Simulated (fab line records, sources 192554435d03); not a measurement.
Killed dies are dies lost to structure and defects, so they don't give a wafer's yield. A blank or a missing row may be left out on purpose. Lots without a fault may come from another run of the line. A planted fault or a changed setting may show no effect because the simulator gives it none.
Chamber matching | flow n5_finfet | N5_BEOL_M2_ETCH_77 on rie_diel-04: 4 sister chambers
The step etches underlayer in N2/H2, target depth 6.5 nm, time 5.2 s. 20 wafers are shown with their chamber, then 10 later ones without.

WAFERS WITH THEIR CHAMBER
wafer  | chamber | drypump_motor_current_A (A) | showerhead_plenum_p_Torr (Torr) | throttle_valve_pct (%)
L076.2 | 2       | 5.7                         | 2.55                            | 17.63
L076.5 | 0       | 5.1                         | 2.52                            | 18.20
L076.6 | 1       | 6.3                         | 2.61                            | 18.08
L078.1 | 1       | 6.3                         | 2.61                            | 18.08
L078.4 | 0       | 5.1                         | 2.51                            | 18.22
L078.6 | 2       | 5.7                         | 2.55                            | 17.67
L080.2 | 1       | 6.3                         | 2.61                            | 18.07
L080.4 | 0       | 5.1                         | 2.51                            | 18.21
L080.5 | 3       | 5.7                         | 2.61                            | 17.99
L082.1 | 0       | 5.1                         | 2.51                            | 18.24
L082.3 | 2       | 5.7                         | 2.55                            | 17.65
L082.6 | 3       | 5.7                         | 2.61                            | 17.97
L087.1 | 3       | 5.7                         | 2.61                            | 18.01
L087.2 | 2       | 5.7                         | 2.54                            | 17.68
L087.6 | 2       | 5.7                         | 2.54                            | 17.69
L088.1 | 3       | 5.7                         | 2.60                            | 18.01
L088.5 | 3       | 5.6                         | 2.60                            | 18.00
L088.6 | 2       | 5.7                         | 2.54                            | 17.68
L090.2 | 3       | 5.6                         | 2.60                            | 18.01
L090.3 | 0       | 5.1                         | 2.51                            | 17.75

SIGNATURES (means of the wafers above)
reading                  | chamber 0 | chamber 1 | chamber 2 | chamber 3 | scatter within a chamber
drypump_motor_current_A  | 5.100     | 6.300     | 5.700     | 5.667     | 0.0289
showerhead_plenum_p_Torr | 2.5120    | 2.6100    | 2.5450    | 2.6050    | 0.00487
throttle_valve_pct       | 18.1240   | 18.0767   | 17.6667   | 17.9983   | 0.106
Rule: a wafer's distance from a chamber is the root of the sum, over the readings, of the square of ((its reading less the chamber's mean) divided by the reading's scatter). The wafer belongs to the nearest chamber; if the next one is less than 2 further off, it can't be placed. The scatter: the root of (the sum of the squares of (reading less its chamber's mean) over the shown wafers, divided by (wafers less chambers)).

WAFERS WITHOUT THEIR CHAMBER
wafer  | drypump_motor_current_A (A) | showerhead_plenum_p_Torr (Torr) | throttle_valve_pct (%)
L090.6 | 5.1                         | 2.51                            | 17.78
L092.3 | 5.7                         | 2.54                            | 17.71
L092.5 | 5.7                         | 2.54                            | 17.73
L092.6 | 5.7                         | 2.60                            | 18.04
L093.1 | 5.1                         | 2.51                            | 17.77
L093.3 | 5.7                         | 2.60                            | 18.03
L093.6 | 5.7                         | 2.54                            | 17.68
L094.1 | 5.1                         | 2.50                            | 17.79
L094.3 | 5.7                         | 2.53                            | 17.71
L094.4 | 5.7                         | 2.60                            | 18.03

WHICH CHAMBER EACH WENT THROUGH
wafer  | from the rows above | in truth
L090.6 | 0                   | 0
L092.3 | 2                   | 2
L092.5 | 2                   | 2
L092.6 | 3                   | 3
L093.1 | 0                   | 0
L093.3 | 3                   | 3
L093.6 | 2                   | 2
L094.1 | 0                   | 0
L094.3 | 2                   | 2
L094.4 | 3                   | 3
Placed correctly: 10 of 10. Can't be placed from these rows: 0. Placed wrongly: 0.
